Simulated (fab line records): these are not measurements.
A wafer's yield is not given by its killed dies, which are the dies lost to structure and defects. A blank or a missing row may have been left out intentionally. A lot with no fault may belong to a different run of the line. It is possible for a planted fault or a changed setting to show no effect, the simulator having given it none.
fab line records    flow n5-finfet
[record] lots = 4  wafers = 12  last-day = 18
route steps=1938 shown BEOL_M4@1099 BEOL_M5@1112 BEOL_M10@1474 PASSIVATION@1936
lots with no fault: from the same line, run without faults
start-h: start of the lot's first displayed wafer, in hours after the record's first day    wait-h: hours from the lot's prior step to this one    " unchanged from the row above    L1.1+2: a row that stands for several wafers    - no value present, or no start provided    * or withheld: withheld    < > ~ a bound
route shown NAME@n: a module of which the file shows steps, and the number in the route of the first    usual: mean and standard deviation over wafers with no fault    same: alike in all rows    chamber/n: place in a boat    sites: per-site readings    _std_site: standard deviation of those values    _edge_site: mean of outer sites minus mean of inner sites    radius-mm: how far each site lies from the wafer's centre    mask NAME#n: copy n    behind: the tool/chamber that last shaped the wafer    hold: why the lot was held/for how many hours/how that ended    device: whichever transistor did not switch (one of n, p or np)    end of line: tests run on the same wafers once the route is complete    a step given without rows: its recipe and nothing more    killed: at the first sort, the dies lost to defects and structure; wafer yield is something else    map: a wafer's dies, marking killed ones x, the rest . and places with no die _
set.NAME: the setting that was run; set.NAME@STEP: the one run at that earlier step    model.NAME: the simulator's own value behind a step, which no gauge read
lots at selected steps of the route; one table per step, one row per wafer
services: a tool's chamber out of use, with start hour (start-h, from the record's first day; less than 0 if before it), hours out, and reason
[[steps]]
[step N5_BEOL_M4_ANNEAL_95]
[recipe] temp-c = 400  time-s = 240  ambient = vacuum
[step N5_BEOL_M4_SPUTTER_96]
[recipe] material = Cu  target-thk-a = 45  temp-c = -20  chamber-pressure-pa = 0.07  power-w = withheld  time-s = 8.29
[step N5_BEOL_M4_ECD_50]
[recipe] material = Cu  target-thk-a = 3000
[step N5_BEOL_M4_ANNEAL_51]
[recipe] temp-c = 225  time-s = 90  ambient = N2
[step N5_BEOL_M4_CMP_52]
[recipe] stop-on = SiOC  t-overpolish-s = 6.8  down-force-psi = 1  platen-rpm = 50  clearing-platen-down-force-psi = 1.5  clearing-platen-rpm = 50  post-cmp-clean = cu-alkaline  target-thk-nm = 40  clearing-platen-pad-velocity-m-s = 0.99484  pad-velocity-m-s = 0.99484
[step N5_BEOL_M4_PRE_CLEAN_60]
[recipe] gas = NH3/H2  time-s = 15  temp-c = *  rf-power-w = 300
[step N5_BEOL_M4_CO_CAP_55]
[recipe] material = Co  target-thk-a = 20  temp-c = 200  precursor = CCTBA/H2  pressure-torr = 30  time-s = 102.1
[step N5_BEOL_M4_PRE_CLEAN_56]
[recipe] gas = NH3  time-s = 15  temp-c = withheld  rf-power-w = 300
[step N5_BEOL_M4_DEP_57]
[recipe] material = SiCN  target-thk-a = 80  temp-c = withheld  precursor = 3MS/NH3  pressure-torr = 3  rf-w = 202  time-s = 14
[step N5_BEOL_M4_RC_MEAS_101]
[usual] DIBL_N = 36.0/1.9  DIBL_P = 36.0/2.1  IOFF_N = 0.155/0.029  IOFF_P = 0.20/0.032  ION_N = 672/11  ION_P = 461/6.9  SS_N = 71.5/0.58  SS_P = 73.2/0.64  VT_N = 250.4/2.9  VT_P = -251.0/2.8
lot.wafer  tool       chamber  start-h  wait-h  DIBL_N[mV/V]  DIBL_P[mV/V]  IOFF_N[nA/um]  IOFF_P[nA/um]  ION_N[uA/um]  ION_P[uA/um]  SS_N[mV/dec]  SS_P[mV/dec]  VT_N[mV]  VT_P[mV]
L946.1     prober-02  0        244.66   0.0     33.7          32.9          0.126          0.18           662           461           70.1          72.5          252.3     -253.1
L946.3     "          0        "        "       34.3          34.1          0.144          0.19           686           462           70.5          73.1          251.6     -252.4
L946.5     "          0        "        "       36.1          36.2          0.171          0.23           687           470           71.4          73.0          247.8     -249.6
L955.1     prober-02  0        288.05   0.0     35.9          37.5          0.160          0.22           675           470           72.3          73.6          250.3     -247.6
L955.5     "          0        "        "       32.6          33.5          0.113          0.17           661           468           70.2          72.8          253.6     -252.7
L955.6     "          0        "        "       33.1          33.1          0.117          0.17           650           450           71.0          72.5          253.9     -252.3
L959.1     prober-01  0        311.35   0.0     35.8          33.2          0.143          0.18           661           453           71.0          73.1          250.2     -253.6
L959.3     "          0        "        "       37.8          36.0          0.173          0.22           665           453           72.0          74.1          247.7     -250.3
L959.6     "          0        "        "       38.5          37.5          0.198          0.25           685           465           72.1          74.3          247.6     -248.4
L957.1     prober-02  0        311.89   0.0     34.8          34.8          0.151          0.21           676           463           71.3          72.6          251.0     -250.0
L957.5     "          0        "        "       33.5          33.6          0.134          0.19           677           468           71.2          72.5          252.4     -247.9
L957.6     "          0        "        "       33.5          33.8          0.130          0.18           673           463           71.0          71.8          253.3     -252.4
[step N5_BEOL_M5_ILD_DEP_00]
[recipe] material = SiCOH_lowk  target-thk-a = 1406.4  temp-c = 300  precursor = DEMS/porogen  pressure-torr = 5  rf-w = 500  time-s = 25.9
[step N5_BEOL_M5_CURE_79]
[recipe] temp-c = 385  time-s = 240  ambient = He/Ar  material = SiCOH_lowk
[step N5_BEOL_M5_PECVD_70]
[recipe] material = SiO2  target-thk-a = 160  temp-c = 400  precursor = TEOS/O2  pressure-torr = 5.5  rf-w = 450  teos-flow-sccm = 53.8  gas = O2  flow-sccm = 3000  time-s = 18
[step N5_BEOL_M5_HM_DEP_02]
[recipe] material = TiN  target-thk-a = 200  temp-c = 25  chamber-pressure-pa = 0.49996
[step N5_BEOL_M5_COAT_59]
[recipe] resist = SOC  temp-c = 250  time-s = 60  spin-rpm = 1500  resist-thk-nm = 60
[step N5_BEOL_M5_COAT_60]
[recipe] resist = SiARC  temp-c = 220  time-s = 60  spin-rpm = 1500  resist-thk-nm = 12
[step N5_BEOL_M5_COAT_71]
[recipe] resist = underlayer  temp-c = 205  time-s = 60  spin-rpm = 1500  resist-thk-nm = 5
[step N5_BEOL_M5_COAT_05]
[recipe] resist = CAR-EUV  spin-rpm = 1500  resist-thk-nm = 30
[step N5_BEOL_M5_EBR_07]
[recipe] solvent = PGMEA  ebr-width-mm = 1.5
[step N5_BEOL_M5_SOFTBAKE_06]
[recipe] temp-c = 110  time-s = 60  resist = CAR-EUV
[step N5_BEOL_M5_EXPOSE_08]
[recipe] mask-id = M5  na = 0.33  source-shape = annular  sigma-inner = 0.4  sigma-outer = 0.8  polarization = unpolarized  target-cd-nm = 28  dose-mj = 35.75
[step N5_BEOL_M5_PEB_09]
[recipe] peb-temp-c = 100  peb-time-s = 60  resist = CAR-EUV
[step N5_BEOL_M5_DEVELOP_10]
[recipe] develop-time-s = 30  developer = TMAH  resist = CAR-EUV  rinse-liquid = surfactant-rinse  dry = air-spin  dev-temp-c = 23
[step N5_BEOL_M5_DESCUM_16]
[recipe] chemistry = O2  time-s = 7  source-power-w = 50  bias-power-w = 20  pressure-mtorr = 20  rf-frequency-hz = 2.712e+07  temp-c = 40  resist = CAR-EUV  o2-flow-sccm = 225
[step N5_BEOL_M5_ETCH_72]
[recipe] chemistry = N2/H2  target = underlayer  target-depth-a = 65  mask-material = CAR-EUV  time-s = 5.2  ion-energy-ev = 200  pressure-mtorr = 30  source-w = 840  bias-w = 150  n2-flow-sccm = 200  h2-flow-sccm = 200  ends = cleared
[step N5_BEOL_M5_ETCH_61]
[recipe] chemistry = CF4  target = SiARC  target-depth-a = 156  mask-material = CAR-EUV  time-s = 26  ion-energy-ev = 80  pressure-mtorr = 40  source-w = 545  bias-w = 36  Ar_flow_sccm = 100  cf4-flow-sccm = 100  ends = cleared
[step N5_BEOL_M5_ETCH_62]
[recipe] chemistry = N2/H2  target = SOC  target-depth-a = 750  overetch-a = 150  mask-material = SiARC  temp-c = 40  time-s = 112.5  ion-energy-ev = 200  pressure-mtorr = 30  source-w = 840  bias-w = 150  n2-flow-sccm = 200  h2-flow-sccm = 200
[step N5_BEOL_M5_STRIP_63]
[recipe] chemistry = N2/H2  temp-c = 40  n2-flow-sccm = 200  h2-flow-sccm = 200  rf-frequency-hz = 6e+07
[step N5_BEOL_M5_STRIP_73]
[recipe] chemistry = N2/H2  temp-c = 40  n2-flow-sccm = 200  h2-flow-sccm = 200  rf-frequency-hz = 6e+07
[step N5_BEOL_M5_STRIP_64]
[recipe] chemistry = CF4  resist = SiARC  power-w = 300  bias-power-w = 75  pressure-mtorr = 50  cf4-flow-sccm = 150  rf-frequency-hz = 6e+07
[step N5_BEOL_M5_HM_OPEN_17]
[recipe] chemistry = Cl2/BCl3  target-depth-a = 200  overetch-a = 60  target = TiN  mask-material = SOC  ion-energy-ev = 150  pressure-mtorr = 10  icp-w = 1000  bias-w = 126  Cl2_flow_sccm = 53.25  bcl3-flow-sccm = 21.75  Ar_flow_sccm = 25
[step N5_BEOL_M5_STRIP_19]
[recipe] chemistry = O2  power-w = 400  temp-c = 40  pressure-mtorr = 30  rf-frequency-hz = 6e+07  bias-power-w = 0  overash-fraction = 0.2  o2-flow-sccm = 225
[step N5_BEOL_M5_COAT_65]
[recipe] resist = SOC  temp-c = 250  time-s = 60  spin-rpm = 1500  resist-thk-nm = 60
[step N5_BEOL_M5_COAT_66]
[recipe] resist = SiARC  temp-c = 220  time-s = 60  spin-rpm = 1500  resist-thk-nm = 12
[step N5_BEOL_M10_HM_DEP_02]
[recipe] material = TiN  target-thk-a = 200  temp-c = 25  chamber-pressure-pa = 0.49996
[usual] chamber-pressure-pa = 0.4999/0.00096  throttle-valve-pct = 29.7/1.2
lot.wafer  tool            chamber  start-h  wait-h  chamber-pressure-pa  throttle-valve-pct  model.TiN_of_BEOL_M10_HM_DEP_02.thk-nm
L946.1     pvd-sputter-02  -        299.41   2.7     0.5006               29.1                19.6
L946.3     "               -        "        "       0.4986               30.8                19.6
L946.5     "               -        "        "       0.5002               28.1                19.2
L955.1     pvd-sputter-02  -        345.16   0.8     0.5001               31.3                30.2
L955.5     "               -        "        "       0.4989               29.0                30.2
L955.6     "               -        "        "       0.5001               30.8                30.4
L959.1     pvd-sputter-03  -        364.74   2.1     0.4987               30.3                19.2
L959.3     "               -        "        "       0.4996               28.1                19.6
L959.6     "               -        "        "       0.5003               30.2                19.2
L957.1     pvd-sputter-02  -        369.90   2.4     0.5029               28.0                30.2
L957.5     "               -        "        "       0.4982               31.4                30.2
L957.6     "               -        "        "       0.5004               28.1                30.4
[step N5_BEOL_M10_HM_OPEN_17]
[recipe] chemistry = Cl2/BCl3  target-depth-a = 200  overetch-a = 60  target = TiN  mask-material = SOC  ion-energy-ev = 150  pressure-mtorr = 10  icp-w = 1000  bias-w = 126  Cl2_flow_sccm = 53.25  bcl3-flow-sccm = 21.75  Ar_flow_sccm = 25
[usual] drypump-motor-current-A = 5.7/0.54  he-backside-leak-sccm = 3.4/0.3  oes-product-au = 0.65/0.08  rf-fwd-power-W = 993.3/2.9  throttle-valve-pct = 22.12/0.18
lot.wafer  tool          chamber  start-h  wait-h  drypump-motor-current-A  he-backside-leak-sccm  oes-product-au  rf-fwd-power-W  rf-hours-counter-h  throttle-valve-pct  model.etch.depth-nm
L946.1     rie-metal-03  0        300.39   0.0     4.6                      3.6                    0.65            994.2           46                  22.30               19.66
L946.3     "             1        "        "       5.9                      3.7                    0.56            995.3           -                   21.86               19.53
L946.5     "             1        "        "       5.9                      3.4                    0.55            996.1           -                   21.88               19.14
L955.1     rie-metal-03  1        346.11   0.0     5.9                      3.2                    0.67            993.2           92                  21.63               26.97
L955.5     "             0        "        "       4.6                      3.6                    0.75            992.7           -                   22.09               25.59
L955.6     "             1        "        "       5.9                      3.3                    0.67            990.0           -                   21.64               27.1
L959.1     rie-metal-01  0        365.77   0.0     6.2                      3.1                    0.69            993.5           26                  22.11               19.18
L959.3     "             1        "        "       5.8                      3.5                    0.79            989.2           -                   21.88               19.51
L959.6     "             1        "        "       5.8                      3.5                    0.79            993.1           -                   21.90               19.29
L957.1     rie-metal-01  1        370.86   0.0     5.8                      3.4                    0.96            989.2           5                   21.64               26.75
L957.5     "             0        "        "       6.2                      3.2                    0.81            989.7           -                   21.90               25.32
L957.6     "             1        "        "       5.8                      3.6                    0.96            993.9           -                   21.64               27.03
[step N5_BEOL_M10_VIA_ETCH_34]
[recipe] chemistry = C4F6/O2  target = SiCOH_lowk  target-depth-a = 1845  mask-material = SOC  taper-deg = 4  time-s = 69.2  ion-energy-ev = 250  pressure-mtorr = 30  source-w = 345  bias-w = 185  Ar_flow_sccm = 300  C4F6_flow_sccm = 10  O2_flow_sccm = 10
[usual] drypump-motor-current-A = 5.6/0.55  oes-product-au = 0.77/0.052  rf-fwd-power-W = 342.4/1.3  rf-vpp-V = 663/14  showerhead-plenum-p-Torr = 2.82/0.071  throttle-valve-pct = 21.01/0.21
[same] time-s = 69.2
lot.wafer  tool         chamber  start-h  wait-h  drypump-motor-current-A  oes-product-au  rf-fwd-power-W  rf-hours-counter-h  rf-vpp-V  showerhead-plenum-p-Torr  throttle-valve-pct
L946.1     rie-diel-02  3        301.98   0.0     5.4                      0.72            341.6           188                 660       2.94                      20.99
L946.3     "            0        "        "       5.4                      0.68            341.3           197                 658       2.83                      21.14
L946.5     "            2        "        "       5.1                      0.83            343.6           -                   639       2.77                      21.15
L955.1     rie-diel-02  1        349.59   0.0     5.1                      0.40            343.7           101                 662       2.78                      21.03
L955.5     "            1        "        "       5.0                      0.30            345.0           -                   664       2.78                      21.03
L955.6     "            2        "        "       5.1                      0.42            341.6           -                   637       2.76                      21.03
L959.1     rie-diel-02  2        368.04   0.0     5.1                      0.80            341.5           96                  637       2.76                      21.18
L959.3     "            3        "        "       5.4                      0.71            341.7           209                 660       2.93                      21.01
L959.6     "            0        "        "       5.4                      0.67            340.6           -                   659       2.82                      21.20
L957.1     rie-diel-06  0        372.72   0.0     6.3                      0.38            342.9           102                 654       2.77                      21.04
L957.5     "            0        "        "       6.2                      0.30            342.7           -                   655       2.77                      21.01
L957.6     "            3        "        "       6.6                      0.38            343.4           -                   667       2.86                      21.06
[step N5_BEOL_M10_TRENCH_ETCH_37]
[recipe] chemistry = C4F6/O2  target-depth-a = 1488.3  target = SiCOH_lowk  time-s = 48  ion-energy-ev = 250  pressure-mtorr = 30  source-w = 345  bias-w = 185  Ar_flow_sccm = 300  C4F6_flow_sccm = 10  O2_flow_sccm = 10
[usual] drypump-motor-current-A = 5.6/0.55  oes-product-au = 0.77/0.052  rf-fwd-power-W = 341.7/1.4  rf-vpp-V = 663/14  showerhead-plenum-p-Torr = 2.82/0.071  throttle-valve-pct = 21.04/0.21
[same] time-s = 48
lot.wafer  tool         chamber  start-h  wait-h  drypump-motor-current-A  oes-product-au  rf-fwd-power-W  rf-hours-counter-h  rf-vpp-V  showerhead-plenum-p-Torr  throttle-valve-pct  model.TiN_of_BEOL_M10_HM_DEP_02.thk-nm
L946.1     rie-diel-02  3        -        -       5.4                      0.72            342.7           188                 660       2.94                      21.02               15.8
L946.3     "            0        "        "       5.4                      0.68            341.8           198                 661       2.83                      21.19               15.6
L946.5     "            2        "        "       5.1                      0.84            341.8           -                   638       2.77                      21.17               15
L955.1     rie-diel-02  1        -        -       5.0                      0.77            342.6           101                 663       2.78                      21.17               26.4
L955.5     "            1        "        "       5.0                      0.77            342.9           -                   662       2.78                      21.19               26.2
L955.6     "            2        "        "       5.1                      0.82            341.1           -                   637       2.76                      21.20               26.4
L959.1     rie-diel-02  2        -        -       5.1                      0.80            340.3           96                  637       2.76                      21.21               15.2
L959.3     "            3        "        "       5.4                      0.70            339.8           209                 660       2.93                      21.04               15.6
L959.6     "            0        "        "       5.4                      0.67            338.0           -                   663       2.82                      21.23               15.4
L957.1     rie-diel-06  0        -        -       6.3                      0.79            342.0           102                 655       2.77                      21.21               26.2
L957.5     "            0        "        "       6.2                      0.79            341.2           -                   654       2.77                      21.19               26.2
L957.6     "            3        "        "       6.6                      0.73            341.8           -                   666       2.86                      21.23               26.2
[step N5_BEOL_M10_OCD_MEAS_38]
[usual] trench-depth-nm = 145.9/2.8
lot.wafer  tool    chamber  start-h  wait-h  trench-depth-nm
L946.1     ocd-02  -        302.27   -       143.5
L946.3     "       -        "        "       142.9
L946.5     "       -        "        "       148.2
L955.1     ocd-02  -        349.88   -       31.3
L955.5     "       -        "        "       3.6
L955.6     "       -        "        "       32.5
L959.1     ocd-02  -        368.33   -       146.6
L959.3     "       -        "        "       142.7
L959.6     "       -        "        "       142.4
L957.1     ocd-02  -        373.01   -       24.3
L957.5     "       -        "        "       0.9
L957.6     "       -        "        "       31.4
[step N5_BEOL_M10_CD_MEAS_35]
[recipe] target-cd-nm = 70  polarity = opening
[usual] cd-nm = 70.1/0.8
lot.wafer  tool       chamber  start-h  wait-h  cd-nm
L946.1     cd-sem-01  -        302.42   0.0     70.4
L946.3     "          -        "        "       70.3
L946.5     "          -        "        "       70.7
L955.1     cd-sem-03  -        350.03   0.0     -
L955.5     "          -        "        "       -
L955.6     "          -        "        "       69.4
L959.1     cd-sem-02  -        368.48   0.0     70.9
L959.3     "          -        "        "       69.2
L959.6     "          -        "        "       70.4
L957.1     cd-sem-01  -        373.16   0.0     -
L957.5     "          -        "        "       -
L957.6     "          -        "        "       -
[step N5_BEOL_M10_THK_MEAS_53]
[recipe] thk-meas-gauge = xrf  reads = Cu_of_BEOL_M10_ECD_50
[usual] M10_THK = 140/3.4
lot.wafer  tool           chamber  start-h  wait-h  M10_THK[nm]
L946.1     film-metro-02  -        307.58   -       139
L946.3     "              -        "        "       137
L946.5     "              -        "        "       142
L955.1     film-metro-01  -        351.92   -       -
L955.5     "              -        "        "       -
L955.6     "              -        "        "       -
L959.1     film-metro-02  -        372.03   -       140
L959.3     "              -        "        "       138
L959.6     "              -        "        "       138
L957.1     film-metro-01  -        376.16   -       -
L957.5     "              -        "        "       -
L957.6     "              -        "        "       -
[step N5_PASSIVATION_PROBE_49]
[usual] defect-limited-yield = 91.0/1.5  killed_at_M0_to_M3 = 33/9.4  killed_at_M4_up = 14/4.8  killed-at-contacts = 13/7.3  killed-at-front-end = 43/13  killed-at-other = 3.6/2.9  killed-dies = 106/18  killed-on-rim = 14/4.2  killed-open = 69/13  killed-short = 35/8.2  sort_bin_5_function = 5.3/1  sort_bin_6_memory = 3.3/0.68  sort-n-pass = 1074/18  sort-yield-pct = 91.0/1.5
[same] gross-dies = 1180  killed-at-back-side = 0  sort_bin_4_leakage[%] = 0  sort_bin_8_speed[%] = 0
lot.wafer  tool       chamber  start-h  wait-h  defect-limited-yield[%]  killed_at_M0_to_M3  killed_at_M4_up  killed-at-contacts  killed-at-front-end  killed-at-other  killed-dies  killed-on-rim  killed-open  killed-short  sort_bin_5_function[%]  sort_bin_6_memory[%]  sort-n-pass  sort-yield-pct[%]
L955.1     prober-01  -        400.35   0.0     16.0                     29                  903              23                  30                   6                991          141            72           36            80.3                    3.2                   189          16.0
L955.5     prober-01  -        400.55   0.2     0.1                      41                  1066             23                  39                   10               1179         152            100          33            95.7                    4.0                   1            0.1
L955.6     prober-01  -        400.60   0.3     14.9                     29                  895              32                  46                   2                1004         131            80           37            80.8                    3.9                   176          14.9
L957.1     prober-01  -        421.92   0.0     11.7                     28                  948              17                  48                   1                1042         152            64           35            84.9                    2.9                   138          11.7
L957.5     prober-01  -        422.12   0.2     0.2                      42                  1085             16                  33                   2                1178         152            65           37            96.6                    3.0                   2            0.2
L957.6     prober-01  -        422.17   0.3     16.9                     28                  915              17                  21                   0                981          152            43           41            79.7                    2.8                   199          16.9
// killed by level:class
L955.1 BEOL_M10:area-open=881 MOL_CONTACT_COAG:geometric-particle:open=16 BEOL_M4:geometric-particle:short=8 MOL_CONTACT_COAG:geometric-particle:short=7 BEOL_M1:geometric-particle:open=7 STI_FIN_REVEAL:geometric-particle:open=6 BEOL_M2:geometric-particle:open=6 BEOL_M4:geometric-particle:open=6
L955.5 BEOL_M10:area-open=1044 MOL_CONTACT_COAG:geometric-particle:open=19 BEOL_M2:geometric-particle:open=13 BEOL_M3:geometric-particle:open=9 BEOL_M0_SAQP:geometric-particle:open=8 STI_FIN_REVEAL:geometric-particle:open=7 BEOL_M4:geometric-particle:open=7 FIN_SAQP:geometric-particle:open=6
L955.6 BEOL_M10:area-open=886 MOL_CONTACT_COAG:geometric-particle:open=19 STI_FIN_REVEAL:geometric-particle:open=14 BEOL_M2:geometric-particle:open=13 MOL_CONTACT_COAG:geometric-particle:short=13 FIN_SAQP:geometric-particle:open=11 FIN_SAQP:geometric-particle:short=5 STARTING-WAFER:geometric-particle:short=4
L957.1 BEOL_M10:area-open=943 FIN_SAQP:geometric-particle:short=12 MOL_CONTACT_COAG:geometric-particle:open=11 FIN_SAQP:geometric-particle:open=9 GATE_CUT:geometric-particle:open=7 BEOL_M0_SAQP:geometric-particle:open=7 MOL_CONTACT_COAG:geometric-particle:short=6 BEOL_M3:geometric-particle:open=6
L957.5 BEOL_M10:area-open=1075 BEOL_M0_SAQP:geometric-particle:open=18 BEOL_M0_SAQP:geometric-particle:short=15 MOL_CONTACT_COAG:geometric-particle:open=12 FIN_SAQP:geometric-particle:short=7 FIN_SAQP:geometric-particle:open=6 STARTING-WAFER:geometric-particle:open=5 DUMMY_GATE:geometric-particle:open=4
L957.6 BEOL_M10:area-open=891 MOL_CONTACT_COAG:geometric-particle:open=13 BEOL_M4:geometric-particle:open=10 BEOL_M0_SAQP:geometric-particle:short=10 BEOL_M0:geometric-particle:short=7 FIN_SAQP:geometric-particle:short=5 MOL_CONTACT_COAG:geometric-particle:short=4 BEOL_M3:geometric-particle:open=4
// map L955.5 (x killed, . not)
_________________xxxxxxxxxxxx________________
______________xxxxxxxxxxxxxxxxxx_____________
___________xxxxxxxxxxxxxxxxxxxxxxxx__________
__________xxxxxxxxxxxxxxxxxxxxxxxxxx_________
________xxxxxxxxxxxxxxxxxxxxxxxxxxxxxx_______
_______xxxxxxxxxxxxxxxxxxxxxxxxxxxxxxxx______
______xxxxxxxxxxxxxxxxxxxxxxxxxxxxxxxxxx_____
_____xxxxxxxxxxxxxxxxxxxxxxxxxxxxxxxxxxxx____
____xxxxxxxxxxxxxxxxxxxxxxxxxxxxxxxxxxxxxx___
___xxxxxxxxxxxxxxxxxxxxxxxxxxxxxxxxxxxxxxxx__
___xxxxxxxxxxxxxxxxxxxxxxxxxxxxxxxxxxxxxxxx__
__xxxxxxxxxxxxxxxxxxxxxxxxxxxxxxxxxxxxxxxxxx_
__xxxxxxxxxxxxxxxxxxxxxxxxxxxxxxxxxxxxxxxxxx_
_xxxxxxxxxxxxxxxxxxxxxxxxxxxxxxxxxxxxxxxxxxxx
_xxxxxxxxxxxxxxxxxxxxxxxxxxxxxxxxxxxxxxxxxxxx
_xxxxxxxxxxxxxxxxxxxxxxxxxxxxxxxxxxxxxxxxxxxx
_xxxxxxxxxxxxxxxxxxxxxxx.xxxxxxxxxxxxxxxxxxxx
_xxxxxxxxxxxxxxxxxxxxxxxxxxxxxxxxxxxxxxxxxxxx
_xxxxxxxxxxxxxxxxxxxxxxxxxxxxxxxxxxxxxxxxxxxx
_xxxxxxxxxxxxxxxxxxxxxxxxxxxxxxxxxxxxxxxxxxxx
_xxxxxxxxxxxxxxxxxxxxxxxxxxxxxxxxxxxxxxxxxxxx
__xxxxxxxxxxxxxxxxxxxxxxxxxxxxxxxxxxxxxxxxxx_
__xxxxxxxxxxxxxxxxxxxxxxxxxxxxxxxxxxxxxxxxxx_
___xxxxxxxxxxxxxxxxxxxxxxxxxxxxxxxxxxxxxxxx__
___xxxxxxxxxxxxxxxxxxxxxxxxxxxxxxxxxxxxxxxx__
____xxxxxxxxxxxxxxxxxxxxxxxxxxxxxxxxxxxxxx___
_____xxxxxxxxxxxxxxxxxxxxxxxxxxxxxxxxxxxx____
______xxxxxxxxxxxxxxxxxxxxxxxxxxxxxxxxxx_____
_______xxxxxxxxxxxxxxxxxxxxxxxxxxxxxxxx______
________xxxxxxxxxxxxxxxxxxxxxxxxxxxxxx_______
__________xxxxxxxxxxxxxxxxxxxxxxxxxx_________
___________xxxxxxxxxxxxxxxxxxxxxxxx__________
______________xxxxxxxxxxxxxxxxxx_____________
_________________xxxxxxxxxxxx________________
// map L957.5 (x killed, . not)
_________________xxxxxxxxxxxx________________
______________xxxxxxxxxxxxxxxxxx_____________
___________xxxxxxxxxxxxxxxxxxxxxxxx__________
__________xxxxxxxxxxxxxxxxxxxxxxxxxx_________
________xxxxxxxxxxxxxxxxxxxxxxxxxxxxxx_______
_______xxxxxxxxxxxxxxxxxxxxxxxxxxxxxxxx______
______xxxxxxxxxxxxxxxxxxxxxxxxxxxxxxxxxx_____
_____xxxxxxxxxxxxxxxxxxxxxxxxxxxxxxxxxxxx____
____xxxxxxxxxxxxxxxxxxxxxxxxxxxxxxxxxxxxxx___
___xxxxxxxxxxxxxxxxxxxxxxxxxxxxxxxxxxxxxxxx__
___xxxxxxxxxxxxxxxxxxxxxxxxxxxxxxxxxxxxxxxx__
__xxxxxxxxxxxxxxxxxxxxxxxxxxxxxxxxxxxxxxxxxx_
__xxxxxxxxxxxxxxxxxxxxxxxxxxxxxxxxxxxxxxxxxx_
_xxxxxxxxxxxxxxxxxxxxxxxxxxxxxxxxxxxxxxxxxxxx
_xxxxxxxxxxxxxxxxxxxxxxxxxxxxxxxxxxxxxxxxxxxx
_xxxxxxxxxxxxxxxxxxxxxxxxxxxxxxxxxxxxxxxxxxxx
_xxxxxxxxxxxxxxxxxxxxxxxxxxxxxxxxxxxxxxxxxxxx
_xxxxxxxxxxxxxxxxxx.xxxxxxxxxxxxxxxxxxxxxxxxx
_xxxxxxxxxxxxxxxxxxxxxxxxxxxxxxxxxxxxxxxxxxxx
_xxxxxxxxxxxxxxxxxxxxxxxxxxxxxxxxxxxxxxxxxxxx
_xxxxxxxxxxxxxxx.xxxxxxxxxxxxxxxxxxxxxxxxxxxx
__xxxxxxxxxxxxxxxxxxxxxxxxxxxxxxxxxxxxxxxxxx_
__xxxxxxxxxxxxxxxxxxxxxxxxxxxxxxxxxxxxxxxxxx_
___xxxxxxxxxxxxxxxxxxxxxxxxxxxxxxxxxxxxxxxx__
___xxxxxxxxxxxxxxxxxxxxxxxxxxxxxxxxxxxxxxxx__
____xxxxxxxxxxxxxxxxxxxxxxxxxxxxxxxxxxxxxx___
_____xxxxxxxxxxxxxxxxxxxxxxxxxxxxxxxxxxxx____
______xxxxxxxxxxxxxxxxxxxxxxxxxxxxxxxxxx_____
_______xxxxxxxxxxxxxxxxxxxxxxxxxxxxxxxx______
________xxxxxxxxxxxxxxxxxxxxxxxxxxxxxx_______
__________xxxxxxxxxxxxxxxxxxxxxxxxxx_________
___________xxxxxxxxxxxxxxxxxxxxxxxx__________
______________xxxxxxxxxxxxxxxxxx_____________
_________________xxxxxxxxxxxx________________
[[services]]
tool            chamber  start-h  hours  kind
pvd-sputter-02  -        288.76   8.9    repair
rie-metal-01    -        296.25   0.1    repair
rie-metal-01    1        300.14   -      clean
rie-metal-01    1        300.14   21.2   scheduled-down
rie-metal-01    1        300.14   21.2   vent-cycle
rie-metal-03    1        300.85   7.4    repair
rie-diel-02     3        335.50   4.8    repair
rie-diel-06     2        362.62   4.0    repair
[[key]]
[first-sign] step = N5_BEOL_M10_VIA_ETCH_34  reading = oes-product-au  direction = down  sigmas = 7.8  usual = 0.77  struck = 0.36
[effect] step = N5_BEOL_M10_OCD_MEAS_38  reading = trench-depth-nm  direction = down  sigmas = 45  usual = 145.9  struck = 20.7
[effect] step = N5_BEOL_M10_CD_MEAS_35  reading = cd-nm  direction = missing
[effect] step = N5_BEOL_M10_THK_MEAS_53  reading = M10_THK  direction = missing
[effect] step = N5_PASSIVATION_PROBE_49  reading = killed_at_M4_up  direction = up  sigmas = 99+  usual = 14  struck = 969
[model-effect] step = N5_BEOL_M10_HM_DEP_02  value = TiN_of_BEOL_M10_HM_DEP_02.thk-nm  without = 19.97  struck = 30.27
[model-effect] step = N5_BEOL_M10_HM_OPEN_17  value = etch.depth-nm  without = 19.93  struck = 26.46
[model-effect] step = N5_BEOL_M10_TRENCH_ETCH_37  value = TiN_of_BEOL_M10_HM_DEP_02.thk-nm  without = 15.93  struck = 26.27
[more-kills-born-at] N5_BEOL_M10_HM_OPEN_17@rie-metal-01 = 2909  N5_BEOL_M10_HM_OPEN_17@rie-metal-03 = 2811
met-at N5_BEOL_M10_HM_DEP_02
struck-wafers L955.1,L955.5,L955.6,L957.1,L957.5,L957.6
later-rows-left-out L955.1,L955.5,L955.6,L957.1,L957.5,L957.6
onset-between 299.41 345.16
[fault] kind = process-parameter-drift  tool = pvd-sputter-02  chamber = -  onset-h = 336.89  steps = N5_BEOL_M10_HM_DEP_02  channel = target-thk-a  offset = *  shape = step  end-h = 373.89  scope = struck-wafers-only  acts-in = *  stated = *
// later-rows-left-out: the simulator's readings of these wafers behind a module that went badly wrong aren't trusted and aren't shown, but for the sort
